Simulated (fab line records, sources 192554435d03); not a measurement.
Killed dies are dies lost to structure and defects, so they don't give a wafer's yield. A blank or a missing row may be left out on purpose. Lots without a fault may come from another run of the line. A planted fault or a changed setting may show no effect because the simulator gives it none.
Chamber matching | flow n5_finfet | N5_DUMMY_GATE_CMP_04 on cmp-04: 4 sister chambers
The step polishes a-Si. 4 wafers are shown with their chamber, then 8 later ones without.

WAFERS WITH THEIR CHAMBER
wafer  | chamber | motor_current_A (A)
L081.4 | 1       | 9.9
L081.6 | 3       | 9.6
L081.5 | 0       | 8.9
L083.2 | 2       | 11.1

WAFERS WITHOUT THEIR CHAMBER
wafer  | motor_current_A (A)
L083.5 | 10.4
L083.6 | 11.7
L093.1 | 11.1
L093.2 | 9.0
L093.5 | 9.4
L093.3 | 10.7
L093.4 | 9.5
L093.6 | 9.5

WHICH CHAMBER EACH WENT THROUGH
wafer  | from the rows above          | in truth
L083.5 | can't be placed: 1 or 2 or 3 | 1
L083.6 | 2                            | 2
L093.1 | 2                            | 2
L093.2 | can't be placed: 0 or 3      | 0
L093.5 | can't be placed: 3 or 0 or 1 | 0
L093.3 | can't be placed: 2 or 1      | 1
L093.4 | can't be placed: 3 or 1 or 0 | 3
L093.6 | can't be placed: 3 or 1 or 0 | 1
Placed correctly: 2 of 8. Can't be placed from these rows: 6 (the true chamber is among the candidates in 6). Placed wrongly: 0.
How it was worked out, from the rows above alone: a wafer's distance from a chamber is the root of the sum, over the readings, of the square of ((its reading less the chamber's mean) divided by the reading's scatter). The wafer belongs to the nearest chamber; if the next one is less than 2 further off, it can't be placed. A chamber's mean is the mean of its shown wafers. The scatter: with one shown wafer a chamber, the root of the mean of the squares of how far each hidden wafer lies from its nearest shown one.
